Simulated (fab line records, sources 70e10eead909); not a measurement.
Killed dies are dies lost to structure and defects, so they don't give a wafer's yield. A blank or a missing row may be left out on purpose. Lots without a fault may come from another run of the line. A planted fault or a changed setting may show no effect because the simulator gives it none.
fab line records | flow nand_harc
record lots=7 wafers=21 last_day=30
route steps=1302 shown THIN_TSV@1251 END@1302
lots that met no fault: from a run of the same line without faults
start_h: hours from the record's first day to the start of the lot's first wafer shown | wait_h: hours since the lot's step before | " the same as in the row above | L1.1+2: a row that stands for several wafers | - no value, or no start given | * or withheld: withheld | < > ~ a bound
route shown NAME@n: a module of which the file shows steps, and the number in the route of the first | usual: mean/standard deviation of fault-free wafers | same: alike in all rows | chamber/n: place in a boat | sites: the reading at each site | _std_site: their standard deviation | _edge_site: outer sites' mean less inner sites' | radius_mm: how far each site lies from the wafer's centre | mask NAME#n: copy n | behind: the tool/chamber that last shaped the wafer | hold: why the lot was held/for how many hours/how that ended | device: the transistor (n, p or np) that didn't switch | end of line: the same wafers' tests at the end of the route | a step without rows: its recipe alone | killed: dies lost to structure and defects at the first sort, not the wafer's yield | map: a wafer's dies, x killed, . not, _ none there
set.NAME: the setting as run; set.NAME@STEP: as run at that earlier step | model.NAME: the simulator's own value behind a step, which no gauge read
lots at some steps of the route; a table a step, a row a wafer
services: from which hour (start_h, from the record's first day; less than 0 if before it) a tool's chamber was out of use, for how many hours, and why
## steps
# step NHARC_THIN_TSV_DEHYDRATE_04
# recipe temp_c=150 time_s=120
# step NHARC_THIN_TSV_HMDS_05
# recipe time_s=30
# step NHARC_THIN_TSV_COAT_06
# recipe spin_rpm=*
# step NHARC_THIN_TSV_SOFTBAKE_07
# recipe temp_c=122 time_s=95
# step NHARC_THIN_TSV_EBR_08
# step NHARC_THIN_TSV_EXPOSE_09
# recipe na=0.55 dose_mj=30.7 mask_id=TSV
# step NHARC_THIN_TSV_PEB_10
# recipe peb_temp_c=118 peb_time_s=85
# step NHARC_THIN_TSV_DEVELOP_11
# recipe time_s=70
# step NHARC_THIN_TSV_CD_MEAS_12
# recipe target_cd_nm=1000 landing_energy_ev=500
# usual cd_nm=999.8/1.4
# columns lot.wafer tool chamber start_h wait_h cd_nm
L188.1 cd_sem-02 0 559.11 - 999.5
L188.5 " 0 " " 996.4
L188.6 " 0 " " 997.7
L194.1 cd_sem-03 0 588.10 - 1000.0
L194.2 " 0 " " 999.9
L194.6 " 0 " " 999.8
L199.1 cd_sem-03 0 655.47 - 1000.5
L199.2 " 0 " " 999.0
L199.4 " 0 " " 998.9
L200.1 cd_sem-02 0 675.42 - 1002.0
L200.3 " 0 " " 1002.1
L200.5 " 0 " " 1000.4
L203.1 cd_sem-01 0 679.68 - 998.5
L203.5 " 0 " " 1000.9
L203.6 " 0 " " 998.7
L204.4 cd_sem-02 0 696.20 - 998.6
L204.5 " 0 " " 1000.2
L204.6 " 0 " " 1000.3
L205.1 cd_sem-02 0 697.51 - 999.3
L205.3 " 0 " " 1002.2
L205.6 " 0 " " 1001.8
# step NHARC_THIN_TSV_HARDBAKE_13
# recipe temp_c=125 time_s=80
# step NHARC_THIN_TSV_DESCUM_14
# recipe time_s=3 o2_flow_sccm=200 ar_flow_sccm=0 bias_power_w=0 chemistry=O2
# usual drypump_motor_current_A=5.7/0.42 oes_product_au=0.999/0.008 rf_vpp_V=57.7/0.83 showerhead_plenum_p_Torr=1.89/0.09 throttle_valve_pct=11.312/0.0087
# columns lot.wafer tool chamber start_h wait_h drypump_motor_current_A oes_product_au rf_hours_counter_h rf_vpp_V showerhead_plenum_p_Torr throttle_valve_pct
L188.1 rie_diel-04 3 559.27 - 5.1 1.008 1 58.0 1.99 11.312
L188.6 " 3 " " 5.2 1.004 - 57.3 1.99 11.309
L188.5 " 0 " " 5.9 1.002 - 57.9 1.82 11.305
L194.2 rie_diel-03 3 588.26 - 6.0 0.987 8 58.7 2.00 11.307
L194.1 " 1 " " 6.1 0.994 9 56.3 1.77 11.311
L194.6 " 2 " " 6.0 0.994 - 57.9 1.81 11.315
L199.2 rie_diel-03 2 655.65 - 6.0 1.000 1 56.6 1.81 11.318
L199.1 " 3 " " 6.0 1.000 1 57.4 2.00 11.314
L199.4 " 1 " " 6.2 0.999 - 58.2 1.77 11.301
L200.3 rie_diel-04 1 675.58 - 6.2 1.006 7 56.8 1.88 11.292
L200.1 " 3 " " 5.1 0.994 7 58.1 1.99 11.319
L200.5 " 2 " " 5.7 0.997 - 57.4 1.97 11.319
L203.1 rie_diel-11 1 679.87 - 5.9 1.018 3 58.8 2.06 11.317
L203.5 " 0 " " 5.3 1.002 - 57.8 1.86 11.302
L203.6 " 1 " " 5.8 1.009 - 58.6 2.06 11.319
L204.4 rie_diel-04 0 696.37 - 5.9 1.006 8 57.7 1.82 11.323
L204.6 " 1 " " 6.2 1.004 - 57.9 1.88 11.311
L204.5 " 2 " " 5.6 1.007 - 58.5 1.97 11.332
L205.3 rie_diel-11 3 697.68 - 5.1 1.011 4 58.2 1.86 11.313
L205.1 " 0 " " 5.3 1.004 4 57.9 1.86 11.312
L205.6 " 0 " " 5.3 1.002 - 57.8 1.86 11.308
# step NHARC_THIN_TSV_ETCH_44
# recipe target_depth_a=15942 time_s=797.1 cf4_flow_sccm=150 o2_flow_sccm=10 ar_flow_sccm=0 rf_w=300 bias_w=800 chemistry=CF4/O2
# usual bias_w=799.9/2.5 cf4_flow_sccm=150.0/0.43 drypump_motor_current_A=5.7/0.42 oes_product_au=0.997/0.0084 rf_fwd_power_W=299.8/0.77 rf_vpp_V=792/5.1 showerhead_plenum_p_Torr=1.80/0.08 throttle_valve_pct=16.915/0.01
# columns lot.wafer tool chamber start_h wait_h bias_w cf4_flow_sccm drypump_motor_current_A oes_product_au rf_fwd_power_W rf_hours_counter_h rf_vpp_V showerhead_plenum_p_Torr throttle_valve_pct
L188.1 rie_diel-04 1 559.47 0.2 795.6 149.9 6.2 0.992 299.2 1 793 1.80 16.910
L188.6 " 3 " " 802.3 149.8 5.2 0.991 300.0 - 799 1.90 16.901
L188.5 " 0 " " 802.6 149.6 5.8 0.995 300.3 - 790 1.75 16.911
L194.1 rie_diel-03 1 588.34 0.1 802.2 150.7 6.1 0.985 301.0 9 785 1.71 16.900
L194.2 " 0 " " 800.8 149.5 5.0 1.002 300.2 9 790 1.76 16.928
L194.6 " 2 " " 796.8 149.7 6.0 0.985 300.5 - 789 1.74 16.912
L199.1 rie_diel-03 0 655.74 0.1 799.9 150.3 5.0 0.992 300.1 1 790 1.76 16.918
L199.4 " 1 " " 798.3 150.4 6.2 0.996 298.7 1 787 1.70 16.920
L199.2 " 3 " " 803.3 150.3 6.0 1.012 297.8 1 801 1.91 16.910
L200.1 rie_diel-04 3 675.72 0.1 801.6 149.3 5.2 0.987 298.4 7 798 1.90 16.917
L200.3 " 0 " " 801.3 150.3 5.9 1.009 298.7 7 789 1.74 16.914
L200.5 " 2 " " 799.6 151.1 5.6 0.998 300.5 - 798 1.88 16.915
L203.1 rie_diel-11 0 680.00 0.1 799.6 150.5 5.3 1.002 299.2 3 791 1.78 16.900
L203.5 " 3 " " 801.0 149.6 5.1 1.012 300.4 - 791 1.79 16.909
L203.6 " 0 " " 796.9 150.8 5.3 1.008 299.3 - 791 1.78 16.918
L204.4 rie_diel-04 3 696.60 0.2 798.5 149.4 5.1 0.998 299.5 9 798 1.90 16.911
L204.6 " 0 " " 801.1 150.7 5.9 0.992 300.3 - 790 1.74 16.924
L204.5 " 1 " " 800.5 150.3 6.2 0.986 298.6 - 793 1.80 16.925
L205.1 rie_diel-11 3 697.77 0.1 801.1 150.2 5.1 1.010 299.5 4 792 1.78 16.910
L205.3 " 2 " " 801.3 150.1 5.7 0.998 301.1 4 788 1.74 16.930
L205.6 " 3 " " 804.8 149.8 5.1 1.007 300.7 - 792 1.78 16.901
# step NHARC_THIN_TSV_ETCH_15
# recipe target_depth_a=30000 bosch_target_overetch_cycles=2 bosch_etch_step_s=2.8 bosch_dep_step_s=1.2 bosch_cycles=14
# usual bosch_cycles=14/0 bosch_dep_step_s=1.2/0 drypump_motor_current_A=5.8/0.37
# columns lot.wafer tool chamber start_h wait_h bosch_cycles bosch_dep_step_s drypump_motor_current_A rf_hours_counter_h
L188.1 rie_si-01 1 559.94 - 14 1.2 5.3 0
L188.5 " 0 " " 14 1.2 5.9 -
L188.6 " 1 " " 14 1.2 5.3 -
L194.2 rie_si-01 0 588.93 - 14 1.2 5.9 0.2
L194.1 " 1 " " 14 1.2 5.3 0.2
L194.6 " 0 " " 14 1.2 5.9 -
L199.2 rie_si-01 1 656.31 - 14 1.2 5.3 0.7
L199.4 " 2 " " 14 1.2 6.1 0.6
L199.1 " 3 " " 14 1.2 5.3 0.5
L200.3 rie_si-04 2 676.25 - 14 1.2 5.3 0.8
L200.1 " 0 " " 14 1.2 6.3 0.9
L200.5 " 2 " " 14 1.2 5.3 -
L203.1 rie_si-04 3 680.52 - - - - -
L203.5 " 2 " " - - - -
L203.6 " 3 " " - - - -
L204.4 rie_si-01 3 697.00 - - - - -
L204.5 " 3 " " - - - -
L204.6 " 0 " " - - - -
L205.3 rie_si-06 1 698.34 - - - - -
L205.1 " 2 " " - - - -
L205.6 " 2 " " - - - -
# step NHARC_THIN_TSV_CD_MEAS_16
# usual cd_nm=1000.0/1.5
# columns lot.wafer tool chamber start_h wait_h cd_nm
L188.1 cd_sem-02 - 560.07 0.1 1000.0
L188.5 " - " " 995.8
L188.6 " - " " 997.8
L194.1 cd_sem-02 - 589.06 0.1 1000.9
L194.2 " - " " 999.9
L194.6 " - " " 1000.5
L199.1 cd_sem-03 - 656.45 0.1 1000.9
L199.2 " - " " 999.7
L199.4 " - " " 998.9
L200.1 cd_sem-01 - 676.39 0.1 1002.2
L200.3 " - " " 1001.1
L200.5 " - " " 1000.2
L203.1 cd_sem-03 - 680.66 0.1 998.6
L203.5 " - " " 1000.9
L203.6 " - " " 998.5
L204.4 cd_sem-01 - 697.15 0.1 998.8
L204.5 " - " " 999.9
L204.6 " - " " 999.7
L205.1 cd_sem-02 - 698.48 0.1 999.6
L205.3 " - " " 1002.8
L205.6 " - " " 1002.0
# step NHARC_END_SORT_01
# recipe temp_c=25
# usual defect_limited_yield=91/3.1 killed_at_array=56/21 killed_at_other=1.2/1.6 killed_at_periphery=3.7/2.5 killed_dies=61/21 killed_open=3.1/1.8 killed_short=2.8/1.7
# same gross_dies=677
# columns lot.wafer tool chamber start_h wait_h hold defect_limited_yield[%] killed_at_array killed_at_other killed_at_periphery killed_dies killed_open killed_short
L188.1 prober-02 0 574.91 2.5 - 93 47 2 1 50 0 2
L188.5 prober-02 0 578.09 3.7 - 94 40 1 2 43 2 2
L188.6 prober-02 0 578.89 4.0 - 92 51 2 3 56 6 2
L194.1 prober-02 0 600.77 2.5 - 90 66 0 2 68 2 3
L194.2 prober-02 0 601.54 2.7 - 91 60 0 2 62 4 1
L194.6 prober-02 0 604.62 3.9 - 89 72 2 2 76 4 2
L199.1 prober-02 0 671.70 2.5 - 92 48 0 3 51 2 2
L199.2 prober-02 0 672.49 2.8 - 92 51 0 2 53 2 5
L199.4 prober-02 0 674.06 3.4 - 93 45 1 2 48 3 1
L200.1 prober-01 0 690.44 2.5 - 93 42 0 8 50 3 1
L200.3 prober-01 0 692.05 3.1 - 92 43 0 10 53 2 7
L200.5 prober-01 0 693.67 3.7 - 94 36 1 1 38 1 4
L203.1 prober-01 0 698.30 2.5 await_dispo/2.5h/scrap 0 60 612 5 677 1 3
L203.5 prober-01 0 701.52 3.7 await_dispo/2.5h/scrap 0 65 608 4 677 2 1
L203.6 prober-01 0 702.32 4.0 await_dispo/2.5h/scrap 0 66 603 8 677 0 7
L205.1 prober-01 0 711.43 2.5 await_dispo/3.1h/scrap 0 81 589 7 677 3 6
L205.3 prober-01 0 713.03 3.1 await_dispo/3.1h/scrap 0 65 604 8 677 3 4
L205.6 prober-01 0 715.44 4.0 await_dispo/3.1h/scrap 0 77 593 7 677 1 3
L204.4 prober-02 0 713.81 3.4 await_dispo/2.4h/scrap 0 39 630 8 677 4 4
L204.5 prober-02 0 714.62 3.7 await_dispo/2.4h/scrap 0 39 631 7 677 2 4
L204.6 prober-02 0 715.42 4.0 await_dispo/2.4h/scrap 0 23 645 9 677 4 4
# killed by level:class
L188.1 A_CHANNEL_HOLE_D2:chamber_film_flake=38 A_CHANNEL_FILL_D2:chamber_film_flake=2 THIN_TSV:chamber_film_flake=2 A_CHANNEL_FILL_D1:geometric_particle:short=1 A_SGD_CUT:geometric_particle:short=1 P_M0:chamber_film_flake=1 A_CHANNEL_FILL_D1:chamber_film_flake=1 A_SLIT:chamber_film_flake=1
L188.5 A_CHANNEL_HOLE_D2:chamber_film_flake=26 A_CHANNEL_HOLE_D1:chamber_film_flake=2 A_STAIRCASE:chamber_film_flake=2 A_CONTACT:chamber_film_flake=2 P_CONTACT:geometric_particle:open=1 P_CONTACT:geometric_particle:short=1 A_ONON_D1:geometric_particle:open=1 A_CHANNEL_FILL_D2:geometric_particle:short=1
L188.6 A_CHANNEL_HOLE_D2:chamber_film_flake=31 A_CHANNEL_HOLE_D1:chamber_film_flake=7 A_CONTACT:chamber_film_flake=4 P_M0:geometric_particle:open=2 A_CHANNEL_FILL_D2:chamber_film_flake=2 A_CHANNEL_FILL_D2:geometric_particle:open=1 A_WL_FILL:geometric_particle:open=1 A_WL_FILL:geometric_particle:short=1
L194.1 A_CHANNEL_HOLE_D2:chamber_film_flake=30 A_SLIT:chamber_film_flake=21 A_SOURCE_PLATE:geometric_particle:short=2 A_CHANNEL_HOLE_D1:chamber_film_flake=2 A_CHANNEL_FILL_D2:chamber_film_flake=2 A_STAIRCASE:chamber_film_flake=2 A_CONTACT:chamber_film_flake=2 A_M0:chamber_film_flake=2
L194.2 A_SLIT:chamber_film_flake=28 A_CHANNEL_HOLE_D2:chamber_film_flake=23 A_CHANNEL_HOLE_D1:chamber_film_flake=2 A_STAIRCASE:chamber_film_flake=2 P_CONTACT:geometric_particle:open=1 A_ONON_D1:geometric_particle:open=1 A_CHANNEL_HOLE_D1:geometric_particle:open=1 A_DECK1_JOINT:geometric_particle:open=1
L194.6 A_CHANNEL_HOLE_D2:chamber_film_flake=36 A_SLIT:chamber_film_flake=23 A_CONTACT:chamber_film_flake=3 A_STAIRCASE:chamber_film_flake=2 A_M0:chamber_film_flake=2 P_GATE:geometric_particle:short=1 P_M2:geometric_particle:short=1 A_CHANNEL_HOLE_D1:geometric_particle:open=1
L199.1 A_CHANNEL_HOLE_D1:chamber_film_flake=32 A_STAIRCASE:chamber_film_flake=3 A_SLIT:chamber_film_flake=3 A_CONTACT:chamber_film_flake=3 A_WL_FILL:chamber_film_flake=2 P_GATE:geometric_particle:open=1 A_DECK1_JOINT:geometric_particle:short=1 A_WL_FILL:geometric_particle:short=1
L199.2 A_CHANNEL_HOLE_D1:chamber_film_flake=34 A_SLIT:chamber_film_flake=7 A_WL_FILL:chamber_film_flake=2 P_GATE:geometric_particle:open=1 A_SOURCE_PLATE:geometric_particle:short=1 A_CHANNEL_FILL_D1:geometric_particle:short=1 A_SGD_CUT:geometric_particle:short=1 A_WL_FILL:geometric_particle:short=1
L199.4 A_CHANNEL_HOLE_D1:chamber_film_flake=32 A_SLIT:chamber_film_flake=4 A_CONTACT:chamber_film_flake=2 A_STAIRCASE:chamber_film_flake=2 P_M0:geometric_particle:open=1 A_CHANNEL_FILL_D2:geometric_particle:short=1 A_CHANNEL_FILL_D2:geometric_particle:open=1 A_BLC:geometric_particle:open=1
L200.1 A_CHANNEL_HOLE_D2:chamber_film_flake=16 A_CHANNEL_HOLE_D1:chamber_film_flake=7 P_BONDPAD:chamber_film_flake=5 A_BLC:chamber_film_flake=5 A_CONTACT:chamber_film_flake=4 A_SLIT:chamber_film_flake=3 P_CONTACT:geometric_particle:open=1 A_ONON_D1:geometric_particle:open=1
L200.3 A_CHANNEL_HOLE_D2:chamber_film_flake=15 P_BONDPAD:chamber_film_flake=7 A_CONTACT:chamber_film_flake=5 A_CHANNEL_HOLE_D1:chamber_film_flake=4 A_BLC:chamber_film_flake=4 A_ONON_D1:geometric_particle:short=3 A_CHANNEL_FILL_D2:chamber_film_flake=3 P_STI:chamber_film_flake=2
L200.5 A_CHANNEL_HOLE_D2:chamber_film_flake=24 A_CHANNEL_HOLE_D1:chamber_film_flake=2 A_SLIT:chamber_film_flake=2 A_BLC:chamber_film_flake=2 P_M0:geometric_particle:short=1 A_CHANNEL_FILL_D1:geometric_particle:short=1 A_CHANNEL_FILL_D2:geometric_particle:short=1 A_BLC:geometric_particle:open=1
L203.1 THIN_TSV:area_etch=612 A_SLIT:chamber_film_flake=31 A_CHANNEL_HOLE_D2:chamber_film_flake=15 A_CHANNEL_HOLE_D1:chamber_film_flake=5 A_CONTACT:chamber_film_flake=3 A_CHANNEL_FILL_D2:chamber_film_flake=2 P_M1:geometric_particle:open=1 A_CHANNEL_FILL_D1:geometric_particle:short=1
L203.5 THIN_TSV:area_etch=607 A_SLIT:chamber_film_flake=30 A_CHANNEL_HOLE_D2:chamber_film_flake=24 A_CHANNEL_HOLE_D1:chamber_film_flake=6 P_CONTACT:chamber_film_flake=3 A_CHANNEL_FILL_D1:chamber_film_flake=2 A_ONON_D1:geometric_particle:open=1 A_WL_FILL:geometric_particle:open=1
L203.6 THIN_TSV:area_etch=603 A_SLIT:chamber_film_flake=30 A_CHANNEL_HOLE_D2:chamber_film_flake=16 A_CHANNEL_HOLE_D1:chamber_film_flake=5 A_STAIRCASE:chamber_film_flake=4 P_M2:chamber_film_flake=3 A_CHANNEL_FILL_D1:geometric_particle:short=2 A_CHANNEL_FILL_D1:chamber_film_flake=2
L205.1 THIN_TSV:area_etch=589 A_CHANNEL_HOLE_D1:chamber_film_flake=34 A_SLIT:chamber_film_flake=26 A_CHANNEL_HOLE_D2:chamber_film_flake=11 P_STI:chamber_film_flake=3 A_CHANNEL_FILL_D1:geometric_particle:short=2 A_STAIRCASE:chamber_film_flake=2 P_CONTACT:geometric_particle:open=1
L205.3 THIN_TSV:area_etch=604 A_SLIT:chamber_film_flake=26 A_CHANNEL_HOLE_D1:chamber_film_flake=23 A_CHANNEL_HOLE_D2:chamber_film_flake=7 P_M1:chamber_film_flake=4 A_STAIRCASE:chamber_film_flake=3 A_CHANNEL_FILL_D1:geometric_particle:short=2 P_STI:geometric_particle:short=1
L204.4 THIN_TSV:area_etch=630 A_CHANNEL_HOLE_D1:chamber_film_flake=12 A_CONTACT:chamber_film_flake=10 P_CONTACT:chamber_film_flake=6 A_SLIT:chamber_film_flake=5 A_STAIRCASE:chamber_film_flake=2 A_CHANNEL_FILL_D1:geometric_particle:short=1 A_DECK1_JOINT:geometric_particle:open=1
L204.5 THIN_TSV:area_etch=630 A_CHANNEL_HOLE_D1:chamber_film_flake=11 A_CONTACT:chamber_film_flake=9 A_SLIT:chamber_film_flake=7 P_CONTACT:chamber_film_flake=6 A_CHANNEL_FILL_D2:geometric_particle:short=2 A_STAIRCASE:chamber_film_flake=2 A_M1:chamber_film_flake=2
L204.6 THIN_TSV:area_etch=645 A_CHANNEL_HOLE_D1:chamber_film_flake=9 P_CONTACT:chamber_film_flake=8 A_CONTACT:chamber_film_flake=5 A_CHANNEL_FILL_D2:geometric_particle:short=2 P_GATE:geometric_particle:open=1 A_SOURCE_PLATE:geometric_particle:short=1 A_ONON_D1:geometric_particle:short=1
L205.6 THIN_TSV:area_etch=593 A_CHANNEL_HOLE_D1:chamber_film_flake=38 A_SLIT:chamber_film_flake=20 A_CHANNEL_HOLE_D2:chamber_film_flake=15 P_M1:chamber_film_flake=3 P_STI:chamber_film_flake=2 P_CONTACT:geometric_particle:short=1 P_M0:geometric_particle:short=1
# map L203.1 (x killed, . not)
____________x____________
_________xxxxxxx_________
_______xxxxxxxxxxx_______
______xxxxxxxxxxxxx______
_____xxxxxxxxxxxxxxx_____
____xxxxxxxxxxxxxxxxx____
____xxxxxxxxxxxxxxxxx____
___xxxxxxxxxxxxxxxxxxx___
___xxxxxxxxxxxxxxxxxxx___
__xxxxxxxxxxxxxxxxxxxxx__
__xxxxxxxxxxxxxxxxxxxxx__
_xxxxxxxxxxxxxxxxxxxxxxx_
_xxxxxxxxxxxxxxxxxxxxxxx_
_xxxxxxxxxxxxxxxxxxxxxxx_
_xxxxxxxxxxxxxxxxxxxxxxx_
_xxxxxxxxxxxxxxxxxxxxxxx_
xxxxxxxxxxxxxxxxxxxxxxxxx
xxxxxxxxxxxxxxxxxxxxxxxxx
xxxxxxxxxxxxxxxxxxxxxxxxx
xxxxxxxxxxxxxxxxxxxxxxxxx
xxxxxxxxxxxxxxxxxxxxxxxxx
_xxxxxxxxxxxxxxxxxxxxxxx_
_xxxxxxxxxxxxxxxxxxxxxxx_
_xxxxxxxxxxxxxxxxxxxxxxx_
_xxxxxxxxxxxxxxxxxxxxxxx_
_xxxxxxxxxxxxxxxxxxxxxxx_
__xxxxxxxxxxxxxxxxxxxxx__
__xxxxxxxxxxxxxxxxxxxxx__
___xxxxxxxxxxxxxxxxxxx___
___xxxxxxxxxxxxxxxxxxx___
____xxxxxxxxxxxxxxxxx____
____xxxxxxxxxxxxxxxxx____
_____xxxxxxxxxxxxxxx_____
______xxxxxxxxxxxxx______
_______xxxxxxxxxxx_______
_________xxxxxxx_________
____________x____________
# map L204.4 (x killed, . not)
____________x____________
_________xxxxxxx_________
_______xxxxxxxxxxx_______
______xxxxxxxxxxxxx______
_____xxxxxxxxxxxxxxx_____
____xxxxxxxxxxxxxxxxx____
____xxxxxxxxxxxxxxxxx____
___xxxxxxxxxxxxxxxxxxx___
___xxxxxxxxxxxxxxxxxxx___
__xxxxxxxxxxxxxxxxxxxxx__
__xxxxxxxxxxxxxxxxxxxxx__
_xxxxxxxxxxxxxxxxxxxxxxx_
_xxxxxxxxxxxxxxxxxxxxxxx_
_xxxxxxxxxxxxxxxxxxxxxxx_
_xxxxxxxxxxxxxxxxxxxxxxx_
_xxxxxxxxxxxxxxxxxxxxxxx_
xxxxxxxxxxxxxxxxxxxxxxxxx
xxxxxxxxxxxxxxxxxxxxxxxxx
xxxxxxxxxxxxxxxxxxxxxxxxx
xxxxxxxxxxxxxxxxxxxxxxxxx
xxxxxxxxxxxxxxxxxxxxxxxxx
_xxxxxxxxxxxxxxxxxxxxxxx_
_xxxxxxxxxxxxxxxxxxxxxxx_
_xxxxxxxxxxxxxxxxxxxxxxx_
_xxxxxxxxxxxxxxxxxxxxxxx_
_xxxxxxxxxxxxxxxxxxxxxxx_
__xxxxxxxxxxxxxxxxxxxxx__
__xxxxxxxxxxxxxxxxxxxxx__
___xxxxxxxxxxxxxxxxxxx___
___xxxxxxxxxxxxxxxxxxx___
____xxxxxxxxxxxxxxxxx____
____xxxxxxxxxxxxxxxxx____
_____xxxxxxxxxxxxxxx_____
______xxxxxxxxxxxxx______
_______xxxxxxxxxxx_______
_________xxxxxxx_________
____________x____________
## services
# columns tool chamber start_h hours kind
rie_diel-04 0 541.06 - clean
rie_diel-04 1 541.06 - clean
rie_diel-04 2 541.06 - clean
rie_diel-04 3 541.06 - clean
rie_si-01 - 547.02 9.0 pm
rie_diel-11 0 549.59 11.6 repair
rie_diel-04 0 565.56 - clean
rie_diel-04 1 565.56 - clean
rie_si-06 3 568.00 3.7 repair
rie_si-01 - 576.78 1.4 repair
rie_si-06 1 588.14 18.8 repair
rie_diel-03 2 592.18 1.6 repair
rie_si-06 - 603.00 9.0 pm
rie_diel-03 2 607.95 13.0 repair
rie_diel-11 - 609.52 9.0 pm
rie_diel-03 - 635.30 9.0 pm
rie_si-04 3 636.91 2.5 repair
rie_si-04 0 641.32 9.2 repair
rie_diel-03 - 649.15 0.6 repair
rie_diel-03 0 652.75 2.9 repair
rie_si-06 2 677.38 14.8 repair
rie_diel-11 1 683.67 6.5 repair
rie_diel-04 - 686.36 0.2 repair
rie_si-04 - 696.00 9.0 pm
## key
first_sign step=NHARC_THIN_TSV_ETCH_15 reading=tool_record direction=missing
effect step=NHARC_END_SORT_01 reading=killed_at_other direction=up sigmas=99+ usual=1.2 struck=612.8
more_kills_born_at NHARC_THIN_TSV_ETCH_15@rie_si-01=1905 NHARC_THIN_TSV_ETCH_15@rie_si-04=1822 NHARC_THIN_TSV_ETCH_15@rie_si-06=1783
met_at NHARC_THIN_TSV_ETCH_15
struck_wafers L203.1,L203.5,L203.6,L204.4,L204.5,L204.6,L205.1,L205.3,L205.6
later_rows_left_out L203.1,L203.5,L203.6,L204.4,L204.5,L204.6,L205.1,L205.3,L205.6
onset_between 676.25 680.52
fault kind=skipped_step_whole tool=rie_si-01,rie_si-04,rie_si-06 chamber=- onset_h=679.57 steps=NHARC_THIN_TSV_ETCH_15 scope=struck_lots_only
# later_rows_left_out: the simulator's readings of these wafers behind a module that went badly wrong aren't trusted and aren't shown, but for the sort
